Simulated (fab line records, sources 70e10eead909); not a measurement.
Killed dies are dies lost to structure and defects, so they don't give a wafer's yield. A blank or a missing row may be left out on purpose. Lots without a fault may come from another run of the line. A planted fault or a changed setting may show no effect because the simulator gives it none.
fab line records | flow nand_harc
record lots=6 wafers=18 last_day=33
route steps=1302 shown P_ZERO_WELL@60 P_STI@69 END@1302
lots that met no fault: from a run of the same line without faults
start_h: hours from the record's first day to the start of the lot's first wafer shown | wait_h: hours since the lot's step before | " the same as in the row above | L1.1+2: a row that stands for several wafers | - no value, or no start given | * or withheld: withheld | < > ~ a bound
route shown NAME@n: a module of which the file shows steps, and the number in the route of the first | usual: mean/standard deviation of fault-free wafers | same: alike in all rows | chamber/n: place in a boat | sites: the reading at each site | _std_site: their standard deviation | _edge_site: outer sites' mean less inner sites' | radius_mm: how far each site lies from the wafer's centre | mask NAME#n: copy n | behind: the tool/chamber that last shaped the wafer | hold: why the lot was held/for how many hours/how that ended | device: the transistor (n, p or np) that didn't switch | end of line: the same wafers' tests at the end of the route | a step without rows: its recipe alone | killed: dies lost to structure and defects at the first sort, not the wafer's yield | map: a wafer's dies, x killed, . not, _ none there
set.NAME: the setting as run; set.NAME@STEP: as run at that earlier step | model.NAME: the simulator's own value behind a step, which no gauge read
lots at some steps of the route; a table a step, a row a wafer
services: from which hour (start_h, from the record's first day; less than 0 if before it) a tool's chamber was out of use, for how many hours, and why
## steps
# step NHARC_P_ZERO_WELL_HARDBAKE_53
# recipe temp_c=125 time_s=80
# step NHARC_P_ZERO_WELL_DESCUM_54
# recipe time_s=3 o2_flow_sccm=200 ar_flow_sccm=0 bias_power_w=0 chemistry=O2
# usual drypump_motor_current_A=5.6/0.48 oes_product_au=1.000/0.0081 rf_vpp_V=57.8/0.9 showerhead_plenum_p_Torr=1.91/0.066 throttle_valve_pct=11.310/0.009
# same bias_power_w=0
# columns lot.wafer tool chamber start_h wait_h drypump_motor_current_A oes_product_au rf_hours_counter_h rf_vpp_V showerhead_plenum_p_Torr throttle_valve_pct
L411.3 rie_diel-01 0 55.94 - 5.7 1.006 6 57.0 1.89 11.311
L411.4 " 2 " " 5.0 1.006 6 58.4 1.96 11.310
L411.6 " 3 " " 5.1 1.000 - 57.2 2.03 11.314
L417.3 rie_diel-01 2 115.97 - 5.1 1.005 20 58.2 1.95 11.297
L417.1 " 3 " " 5.1 1.014 26 58.6 2.02 11.303
L417.6 " 1 " " 5.1 1.005 - 59.0 1.79 11.312
L418.2 rie_diel-01 0 126.14 - 5.7 1.007 26 57.3 1.88 11.319
L418.6 " 2 " " 5.0 0.998 - 59.0 1.95 11.306
L418.5 " 3 " " 5.1 1.003 - 59.1 2.02 11.293
L429.3 rie_diel-07 3 235.88 - 5.4 1.013 38 58.3 1.97 11.290
L429.1 " 1 " " 5.7 1.000 31 57.9 1.94 11.321
L429.6 " 3 " " 5.3 1.000 - 60.1 1.97 11.305
L430.3 rie_diel-01 0 245.95 - 5.7 1.002 11 59.5 1.87 11.318
L430.1 " 3 " " 5.1 0.996 12 59.0 2.01 11.319
L430.6 " 1 " " 5.1 1.004 - 57.6 1.78 11.304
L431.3 rie_diel-01 2 255.96 - 5.1 0.997 11 56.7 1.94 11.308
L431.4 " 3 " " 5.1 1.001 14 57.5 2.01 11.305
L431.2 " 0 " " 5.7 0.999 14 56.6 1.87 11.291
# step NHARC_P_ZERO_WELL_IMPLANT_55
# recipe energy_kev=180 dose_cm2=8e+11 tilt_deg=7
# step NHARC_P_ZERO_WELL_IMPLANT_61
# recipe energy_kev=30 dose_cm2=5e+11 tilt_deg=7
# step NHARC_P_ZERO_WELL_STRIP_56
# recipe time_s=840 temp_c=130 chemistry=SPM
# step NHARC_P_ZERO_WELL_PRECLEAN_68
# recipe time_s=60 temp_c=50 bath_age_min=0 chemistry=SC1
# step NHARC_P_ZERO_WELL_SRD_69
# step NHARC_P_ZERO_WELL_RTA_42
# recipe temp_c=1100 time_s=300
# usual lamp_power_pct=36.4/0.51 wafer_temp_C_max=1105.6/2.1
# columns lot.wafer tool chamber start_h wait_h lamp_power_pct wafer_temp_C_max
L411.3 rtp_anneal-01 0 57.12 - 36.8 1105.8
L411.4 " 0 " " 36.9 1107.6
L411.6 " 0 " " 36.8 1106.0
L417.1 rtp_anneal-01 0 116.93 - 37.0 1107.3
L417.3 " 0 " " 37.0 1107.5
L417.6 " 0 " " 36.9 1108.7
L418.2 rtp_anneal-02 0 127.21 - 35.9 1105.4
L418.5 " 0 " " 35.9 1104.3
L418.6 " 0 " " 35.9 1102.9
L429.1 rtp_anneal-02 0 236.85 - 35.9 1104.1
L429.3 " 0 " " 35.9 1104.7
L429.6 " 0 " " 35.9 1102.5
L430.1 rtp_anneal-02 0 246.93 - 36.0 1104.2
L430.3 " 0 " " 35.8 1104.9
L430.6 " 0 " " 36.0 1104.0
L431.2 rtp_anneal-02 0 257.04 - 36.0 1104.7
L431.3 " 0 " " 35.9 1103.8
L431.4 " 0 " " 35.9 1104.5
# step NHARC_P_ZERO_WELL_INSPECT_43
# usual raw_defect_count=12/6.1
# columns lot.wafer tool chamber start_h wait_h raw_defect_count
L411.3 defect_inspect-02 - 57.57 0.3 8
L411.4 " - " " 7
L411.6 " - " " 10
L417.1 defect_inspect-02 - 117.61 0.6 8
L417.3 " - " " 3
L417.6 " - " " 15
L418.2 defect_inspect-01 - 127.78 0.5 8
L418.5 " - " " 12
L418.6 " - " " 10
L429.1 defect_inspect-01 - 237.53 0.6 19
L429.3 " - " " 12
L429.6 " - " " 26
L430.1 defect_inspect-01 - 247.61 0.6 6
L430.3 " - " " 7
L430.6 " - " " 8
L431.2 defect_inspect-01 - 257.61 0.5 9
L431.3 " - " " 8
L431.4 " - " " 7
# step NHARC_P_STI_ETCH_26
# recipe target_depth_a=110 chemistry=dHF material=SiO2
# step NHARC_P_STI_PRECLEAN_27
# recipe time_s=* temp_c=50 bath_age_min=0 chemistry=SC1
# step NHARC_P_STI_SRD_28
# step NHARC_P_STI_OXIDE_29
# recipe target_thk_a=100 temp_c=900 ox_time_s=1362 material=SiO2
# usual spike_tc_upper_C=900.5/1.2
# columns lot.wafer tool chamber start_h wait_h spike_tc_upper_C
L411.3 furnace-02 0 62.48 - 900.6
L411.4 " 0 " " 900.2
L411.6 " 0 " " 900.2
L417.1 furnace-01 0 120.86 - 898.4
L417.3 " 0 " " 899.4
L417.6 " 0 " " 900.8
L418.2 furnace-01 0 134.50 - 901.0
L418.5 " 0 " " 901.2
L418.6 " 0 " " 900.2
L429.1 furnace-01 0 246.13 - 900.1
L429.3 " 0 " " 899.0
L429.6 " 0 " " 898.8
L430.1 furnace-01 0 250.86 - 900.3
L430.3 " 0 " " 899.3
L430.6 " 0 " " 899.5
L431.2 furnace-01 0 260.86 - 901.2
L431.3 " 0 " " 900.4
L431.4 " 0 " " 900.4
# step NHARC_P_STI_HM_DEP_30
# recipe target_thk_a=800 temp_c=790 pressure_mtorr=300 time_s=873 material=Si3N4
# step NHARC_P_STI_DEHYDRATE_01
# recipe temp_c=150 time_s=120
# step NHARC_P_STI_HMDS_02
# recipe time_s=30
# step NHARC_P_STI_COAT_41
# recipe temp_c=200 time_s=65
# step NHARC_P_STI_COAT_03
# recipe spin_rpm=2000 resist_thk_nm=600
# step NHARC_P_STI_SOFTBAKE_04
# recipe temp_c=125 time_s=70
# step NHARC_P_STI_EBR_05
# step NHARC_P_STI_EXPOSE_06
# recipe na=0.55 target_cd_nm=200 dose_mj=37.69 mask_id=P_STI
# step NHARC_P_STI_PEB_07
# recipe peb_temp_c=128 peb_time_s=80
# step NHARC_P_STI_DEVELOP_08
# recipe time_s=50 dev_temp_c=22
# step NHARC_P_STI_CD_MEAS_09
# recipe target_cd_nm=200 landing_energy_ev=500
# usual cd_nm=200.0/1.8
# same landing_energy_ev=500
# columns lot.wafer tool chamber start_h wait_h cd_nm
L411.3 cd_sem-02 0 73.77 - 200.2
L411.4 " 0 " " 198.7
L411.6 " 0 " " 197.6
L417.1 cd_sem-02 0 132.10 - 198.7
L417.3 " 0 " " 201.2
L417.6 " 0 " " 200.8
L418.2 cd_sem-01 0 145.72 - 201.3
L418.5 " 0 " " 201.5
L418.6 " 0 " " 201.9
L429.1 cd_sem-02 0 257.41 - 197.2
L429.3 " 0 " " 197.0
L429.6 " 0 " " 196.8
L430.1 cd_sem-03 0 262.17 - 201.2
L430.3 " 0 " " 199.4
L430.6 " 0 " " 199.5
L431.2 cd_sem-01 0 271.97 - 200.0
L431.3 " 0 " " 197.7
L431.4 " 0 " " 201.8
# step NHARC_P_STI_OVL_MEAS_10
# usual overlay_x_nm=0/5.6 overlay_y_nm=0/7.5
# columns lot.wafer tool chamber start_h wait_h overlay_x_nm overlay_y_nm
L411.3 overlay-02 - 73.85 - -3 -8
L411.4 " - " " -2 -8
L411.6 " - " " -3 -8
L417.1 overlay-02 - 132.19 - -2 16
L417.3 " - " " -2 16
L417.6 " - " " -2 16
L418.2 overlay-01 - 145.81 - -1 6
L418.5 " - " " -1 5
L418.6 " - " " -1 6
L429.1 overlay-01 - 257.50 - -7 5
L429.3 " - " " -7 5
L429.6 " - " " -7 6
L430.1 overlay-02 - 262.26 - 1 -11
L430.3 " - " " 1 -12
L430.6 " - " " 0 -12
L431.2 overlay-02 - 272.05 - 6 1
L431.3 " - " " 6 1
L431.4 " - " " 5 1
# step NHARC_P_STI_INSPECT_11
# usual raw_defect_count=5.4/2.6
# columns lot.wafer tool chamber start_h wait_h raw_defect_count
L411.3 defect_inspect-01 - 73.89 0.0 2
L411.4 " - " " 11
L411.6 " - " " 2
L417.1 defect_inspect-02 - 132.22 0.0 451
L417.3 " - " " 470
L417.6 " - " " 454
L418.2 defect_inspect-01 - 145.85 0.0 462
L418.5 " - " " 442
L418.6 " - " " 438
L429.1 defect_inspect-01 - 257.53 0.0 5
L429.3 " - " " 9
L429.6 " - " " 6
L430.1 defect_inspect-02 - 262.29 0.0 9
L430.3 " - " " 4
L430.6 " - " " 5
L431.2 defect_inspect-02 - 272.09 0.0 4
L431.3 " - " " 10
L431.4 " - " " 6
# step NHARC_P_STI_HARDBAKE_13
# recipe temp_c=118 time_s=65
# step NHARC_END_SORT_01
# recipe temp_c=25
# usual killed_at_array=50/17 killed_at_other=0.7/1 killed_at_periphery=3.4/2.4 killed_dies=54/17 killed_open=3.3/1.7 killed_short=2.5/1.6
# same gross_dies=677
# columns lot.wafer tool chamber start_h wait_h killed_at_array killed_at_other killed_at_periphery killed_dies killed_open killed_short
L417.1 prober-02 0 664.06 2.5 49 0 317 366 1 0
L417.3 prober-02 0 665.67 3.1 35 0 318 353 2 2
L417.6 prober-02 0 668.08 4.0 29 0 320 349 2 2
L418.2 prober-01 0 674.18 2.8 26 0 307 333 3 2
L418.5 prober-01 0 676.58 3.7 24 1 314 339 3 3
L418.6 prober-01 0 677.38 4.0 30 0 310 340 5 2
# killed by level:class
L417.1 P_STI:unspecified=315 A_CHANNEL_HOLE_D1:chamber_film_flake=31 A_CHANNEL_HOLE_D2:chamber_film_flake=12 A_CONTACT:chamber_film_flake=3 P_M1:geometric_particle:open=1 P_M2:chamber_film_flake=1 A_STAIRCASE:chamber_film_flake=1 A_SLIT:chamber_film_flake=1
L417.3 P_STI:unspecified=317 A_CHANNEL_HOLE_D1:chamber_film_flake=13 A_CHANNEL_HOLE_D2:chamber_film_flake=10 A_SLIT:chamber_film_flake=3 A_CONTACT:chamber_film_flake=3 A_WL_FILL:geometric_particle:short=2 A_BONDPAD:chamber_film_flake=2 P_STI:geometric_particle:open=1
L417.6 P_STI:unspecified=320 A_CHANNEL_HOLE_D2:chamber_film_flake=10 A_CHANNEL_HOLE_D1:chamber_film_flake=9 A_STAIRCASE:chamber_film_flake=2 A_SOURCE_PLATE:geometric_particle:short=1 A_DECK1_JOINT:geometric_particle:open=1 A_BLC:geometric_particle:open=1 A_M1:geometric_particle:short=1
L418.2 P_STI:unspecified=307 A_CHANNEL_HOLE_D2:chamber_film_flake=8 A_CHANNEL_HOLE_D1:chamber_film_flake=7 A_CONTACT:chamber_film_flake=3 A_ONON_D1:geometric_particle:open=1 A_CHANNEL_FILL_D1:geometric_particle:short=1 A_CHANNEL_FILL_D2:geometric_particle:short=1 A_CHANNEL_FILL_D2:geometric_particle:open=1
L418.5 P_STI:unspecified=312 A_CHANNEL_HOLE_D2:chamber_film_flake=7 A_CONTACT:chamber_film_flake=5 A_CHANNEL_HOLE_D1:chamber_film_flake=4 A_ZERO_WELL:chamber_film_flake=2 A_SLIT:chamber_film_flake=2 P_CONTACT:geometric_particle:short=1 P_M0:geometric_particle:open=1
L418.6 P_STI:unspecified=309 A_CHANNEL_HOLE_D1:chamber_film_flake=9 A_CHANNEL_HOLE_D2:chamber_film_flake=9 A_CHANNEL_FILL_D1:chamber_film_flake=2 A_CONTACT:chamber_film_flake=2 P_CONTACT:geometric_particle:open=1 A_ONON_D1:geometric_particle:short=1 A_CHANNEL_FILL_D1:geometric_particle:open=1
# map L417.1 (x killed, . not)
____________.____________
_________...x.x._________
_______.xxxxxx...x_______
______xx.xxx..xxx..______
_____.xxxxxxx.xxx.x._____
____xxxxxx.....x..x..____
____x.xxx.....x..x...____
___x.x..x.x.xxxx.x...x___
___xxxxx.x.x.xxxxx...x___
__...x..x..x...x....xx.__
__.xxxx...x..xxx.x.x.x.__
_xx.x..x.x.x...xx.x.xxx._
_xxx.x..x.xxx....x.xx.xx_
_.x.....xxx..xx.x..xx.x._
_x.xx..xx..xx...xxx....._
_.......xxxx...x.x.x.x.x_
..x..xx.x.x.xx...xx.x.x.x
.xx.xxx.xx.xx.x..xxx.xxxx
...xxxxxxx.x.x..xxxx.x.xx
...x..x..xxxx.xxxx.x..xx.
..xx.xxxx.xx.xx.x.x..xx..
_xx.x.xx.xx......x.xx..x_
_x..xxxxx..x.x..x....xx._
_xx.xxxx..x.xxxx.....x.x_
_.xxxxxxx.xxx.xx.xxx..x._
_..xxxxxx.xxx.xx....x..._
__x.xxxx..xx...xxx.x.x.__
__x.xxx.xx..xx.x...x.x.__
___xxxxxx....xxx...xxx___
___x...xx....xxxx.x..x___
____...xxx.xxx.xxxx.x____
____x.x.x.xxxx.xxxxx.____
_____..xx.xxxx.xxx.x_____
______x..x.xx.x...x______
_______xx.xxx.xxxx_______
_________x.....x_________
____________x____________
# map L418.6 (x killed, . not)
____________x____________
_________.xx..x._________
_______.xxx......x_______
______xxx...xxx.x.x______
_____x.x.xx.xxxxxxx._____
____xxx.x..x.xx..x.xx____
____x..x...x..xx...x.____
___..xxxx.x.x..xxxxxxx___
___.x.x...xxx.xx......___
__...x..xxxxxx...x.xxxx__
__.....x..xxxxxx...xxx.__
_....xxx..xxxxxx.x.x...._
_x.xxxxxxx..x.x...x.x.xx_
_.xxxxx.xxxx...x........_
_xx.x..xx..xxxxxx.x.x..._
_.x.....xx..xx.xx.x.xx.x_
x...x.x...x..x..x.....x..
xxx.xxx.xxx.x...xx.....x.
...xx.xx..xx.x.xx..x....x
x...x..xx.....x..x.xx..x.
.x.xxx.x........xxx.xx.xx
_.xx.xxx..x..xxx.xxx...._
_xx.xx.x...x.xx...xx.x.._
_....xxx....x..x.x.xxxx._
_.x...xxx.xx...x.xx.xxxx_
_x..x..xx.xx..x...xxxxx._
__...x....xxxx.x.xxxxx.__
__xxx..x.xxxxx..xxxxx.x__
___x..xxxx..x.x.....xx___
___.xx..x.x.xxx..xxx.x___
____..x.x.x.xxxx...x.____
____....xxx..xxx.x...____
_____.xx..x..xx.xx.._____
______x.xx.....xxxx______
_______.xxxxxx.x.x_______
_________xx....x_________
____________.____________
## services
# columns tool chamber start_h hours kind
rie_diel-01 0 36.75 - clean
rie_diel-01 1 36.75 - clean
rie_diel-01 2 36.75 - clean
rie_diel-01 3 36.75 - clean
rie_diel-07 2 51.25 2.8 repair
rie_diel-01 2 60.43 7.4 repair
rie_diel-01 0 61.25 - clean
rie_diel-01 1 61.25 - clean
rie_diel-01 3 61.25 - clean
rie_diel-07 - 79.50 2.4 repair
rie_diel-01 0 85.75 - clean
rie_diel-01 1 85.75 - clean
rie_diel-01 2 85.75 - clean
rie_diel-01 3 85.75 - clean
rie_diel-01 1 86.93 8.1 repair
rie_diel-07 3 97.82 2.0 repair
rie_diel-01 0 110.25 - clean
rie_diel-01 1 110.25 - clean
rie_diel-07 - 117.47 9.0 pm
rie_diel-07 2 176.40 1.7 repair
rie_diel-01 - 204.75 9.0 pm
rie_diel-07 2 207.60 7.9 repair
furnace-01 - 211.91 26.0 pm
rie_diel-07 2 255.00 1.6 repair
## key
first_sign step=NHARC_P_STI_INSPECT_11 reading=raw_defect_count direction=up sigmas=99+ usual=5.4 struck=452.8
effect step=NHARC_END_SORT_01 reading=killed_at_periphery direction=up sigmas=99+ usual=3.4 struck=314.3
more_kills_born_at NHARC_P_STI_OXIDE_29@furnace-01=1880
met_at NHARC_P_STI_OXIDE_29
struck_wafers L417.1,L417.3,L417.6,L418.2,L418.5,L418.6
tester_left_out L417,L418
fault kind=chamber_particle_source tool=furnace-01 chamber=- onset_h=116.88 steps=NHARC_P_STI_OXIDE_29 rate_per_visit_cm2=0.67857 end_h=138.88
# tester_left_out: of these lots the tester's yield and bins aren't shown, on N5 and GAA mostly nor the transistor test; their killed dies are dies lost to structure and defects alone, not to doping, threshold or leakage, so they don't give the yield
